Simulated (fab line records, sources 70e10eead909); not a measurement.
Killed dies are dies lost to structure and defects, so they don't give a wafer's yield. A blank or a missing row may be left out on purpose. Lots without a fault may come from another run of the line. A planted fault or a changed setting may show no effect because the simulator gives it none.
Which tool did it? | flow nand_harc | 12 lots, 36 wafers sampled, at 5 steps of a route of 1302

WHAT THE GAUGES READ, wafer by wafer
NHARC_A_SGD_CUT_CD_MEAS_09: target cd 100 nm.
lot  | measured     | on        | cd_nm (nm)
L075 | day 19 10:28 | cd_sem-01 | 100.3 100.9 101.0
L078 | day 20 04:15 | cd_sem-01 | 100.0 100.5 99.6
L080 | day 21 07:59 | cd_sem-03 | 99.2 100.6 98.4
L081 | day 22 05:37 | cd_sem-03 | 100.8 100.5 100.6
L084 | day 23 02:34 | cd_sem-02 | 99.4 100.1 99.8
L086 | day 23 18:49 | cd_sem-03 | 98.8 99.4 99.1
L089 | day 24 18:15 | cd_sem-03 | 101.3 101.6 100.4
L088 | day 24 17:41 | cd_sem-03 | 100.4 100.5 100.5
L090 | day 25 11:59 | cd_sem-02 | 100.5 100.0 101.0
L092 | day 27 02:03 | cd_sem-03 | 102.4 101.2 100.9
L094 | day 27 15:05 | cd_sem-02 | 101.1 101.5 101.3
L097 | day 28 14:55 | cd_sem-03 | 101.7 101.1 100.5

WHICH TOOL RAN EACH LOT (tool, then ch and the chambers of the sampled wafers, then the start)
lot  | NHARC_A_STAIRCASE_HM_DEP_459  | NHARC_A_STAIRCASE_STRIP_295                   | NHARC_A_STAIRCASE_ETCH_444         | NHARC_A_STAIRCASE_CMP_152
L075 | acl_dep-03 ch 0, day 16 23:56 | rie_diel-10 ch 0,1,2, day 19 03:13 or earlier | rie_diel-10 ch 0,1,2, day 19 03:13 | cmp-02 ch 0,1,2, day 19 08:00
L078 | acl_dep-03 ch 0, day 17 15:32 | rie_diel-10 ch 0,1,3, day 19 20:42 or earlier | rie_diel-05 ch 0,1,3, day 19 20:42 | cmp-03 ch 0,1,3, day 20 01:31
L080 | acl_dep-01 ch 0, day 18 19:03 | rie_diel-05 ch 0,2, day 21 00:41 or earlier   | rie_diel-10 ch 0,3, day 21 00:41   | cmp-04 ch 0,3, day 21 05:28
L081 | acl_dep-01 ch 0, day 19 10:42 | rie_diel-10 ch 0,3, day 21 21:55 or earlier   | rie_diel-10 ch 0,3, day 21 21:55   | cmp-02 ch 1,2,3, day 22 03:10
L084 | acl_dep-03 ch 0, day 20 13:40 | rie_diel-10 ch 1,2,3, day 22 18:38 or earlier | rie_diel-10 ch 1,3, day 22 18:38   | cmp-03 ch 0,2,3, day 23 00:04
L086 | acl_dep-02 ch 0, day 21 01:26 | rie_diel-10 ch 0,2,3, day 23 10:29 or earlier | rie_diel-10 ch 1,2,3, day 23 10:29 | cmp-02 ch 0,1,2, day 23 15:48
L089 | acl_dep-02 ch 0, day 22 07:17 | rie_diel-10 ch 1,2, day 24 10:45 or earlier   | rie_diel-05 ch 1,3, day 24 10:45   | cmp-04 ch 2,3, day 24 15:33
L088 | acl_dep-02 ch 0, day 22 13:58 | rie_diel-04 ch 1,2,3, day 24 09:57 or earlier | rie_diel-04 ch 1,2,3, day 24 09:57 | cmp-04 ch 0,3, day 24 15:10
L090 | acl_dep-02 ch 0, day 23 06:32 | rie_diel-05 ch 1,2, day 25 04:11 or earlier   | rie_diel-10 ch 0,3, day 25 04:11   | cmp-03 ch 1,2,3, day 25 09:29
L092 | acl_dep-02 ch 0, day 24 17:42 | rie_diel-05 ch 0,1,2, day 26 18:43 or earlier | rie_diel-04 ch 1,2,3, day 26 18:43 | cmp-03 ch 0,1,2, day 26 23:31
L094 | acl_dep-03 ch 0, day 25 03:17 | rie_diel-05 ch 0,2,3, day 27 07:14 or earlier | rie_diel-04 ch 2,3, day 27 07:14   | cmp-03 ch 0,1,3, day 27 12:32
L097 | acl_dep-03 ch 0, day 26 03:33 | rie_diel-05 ch 0,2,3, day 28 07:44 or earlier | rie_diel-05 ch 0,1,2, day 28 07:44 | cmp-04 ch 0,1,3, day 28 12:33
- NHARC_A_STAIRCASE_HM_DEP_459: deposits aC, target thk 1500 nm.
- NHARC_A_STAIRCASE_STRIP_295: strips in O2.
- NHARC_A_STAIRCASE_ETCH_444: etches the open film in C4F8/O2, target depth 20400 nm, time 6800 s.
- NHARC_A_STAIRCASE_CMP_152: polishes.

THE ANSWER, worked out from the rows above alone
Rule: what is usual is taken from the lots themselves. Put in order of their means at a reading, lots are off if they are a third of the lots or fewer, leave a main group of 4 or more, and stand apart from it by a gap of 3 or more times the standard deviation of the main group's means; of several such gaps the widest counts. A main group whose means are all the same, to the digits that the tables above print for the reading, isn't used. A lot without any number at a reading at which 4 lots or more have one is off too. The other lots that the step has rows for count as sound.
No lot is off at any reading shown: from this, nothing can be told.

WHAT THE SIMULATOR HAD PUT IN
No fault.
